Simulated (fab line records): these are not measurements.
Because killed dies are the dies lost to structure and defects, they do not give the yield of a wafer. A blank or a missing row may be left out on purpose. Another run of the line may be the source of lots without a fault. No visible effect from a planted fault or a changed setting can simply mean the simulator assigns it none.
Chamber matching :: flow n5_finfet :: N5_FIN_CUT_CUT_ETCH_26 on rie_diel-05: 4 sister chambers
The step etches SiNx in CH3F/O2, target depth 39 nm, time 55.7 s. 4 wafers are shown with their chamber, then 9 later ones without.

WAFERS, EACH WITH ITS CHAMBER
wafer: L079.2
chamber: 1
throttle_valve_pct (%): 16.06

wafer: L080.6
chamber: 3
throttle_valve_pct (%): 16.48

wafer: L092.4
chamber: 0
throttle_valve_pct (%): 16.40

wafer: L092.5
chamber: 2
throttle_valve_pct (%): 16.08

WAFERS WITH NO CHAMBER GIVEN
wafer: L094.1
throttle_valve_pct (%): 16.12

wafer: L094.2
throttle_valve_pct (%): 16.41

wafer: L094.4
throttle_valve_pct (%): 16.54

wafer: L095.1
throttle_valve_pct (%): 16.10

wafer: L095.4
throttle_valve_pct (%): 16.40

wafer: L095.5
throttle_valve_pct (%): 16.09

wafer: L097.1
throttle_valve_pct (%): 16.13

wafer: L097.2
throttle_valve_pct (%): 16.40

wafer: L097.6
throttle_valve_pct (%): 16.10

THE CHAMBER EACH PASSED THROUGH
wafer: L094.1
from the rows above: can't be placed: 2 or 1
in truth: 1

wafer: L094.2
from the rows above: can't be placed: 0 or 3
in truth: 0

wafer: L094.4
from the rows above: 3
in truth: 3

wafer: L095.1
from the rows above: can't be placed: 2 or 1
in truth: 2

wafer: L095.4
from the rows above: 0
in truth: 0

wafer: L095.5
from the rows above: can't be placed: 2 or 1
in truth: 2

wafer: L097.1
from the rows above: can't be placed: 2 or 1
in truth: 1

wafer: L097.2
from the rows above: 0
in truth: 0

wafer: L097.6
from the rows above: can't be placed: 2 or 1
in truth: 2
Correctly placed: 3 of 9. These rows do not allow placing 6 (true chamber among the candidates in 6). Number placed wrongly: 0.
How it was worked out, from the rows above alone: a wafer's distance from a chamber is the root of the sum, over the readings, of the square of ((its reading less the chamber's mean) divided by the reading's scatter). If the next closest chamber is less than 2 further off than the closest, the wafer can't be placed; otherwise it belongs to the closest. Each chamber's mean is taken over the wafers shown for it. The scatter: root of mean squared gap, hidden wafer to nearest shown wafer, with one shown wafer a chamber.
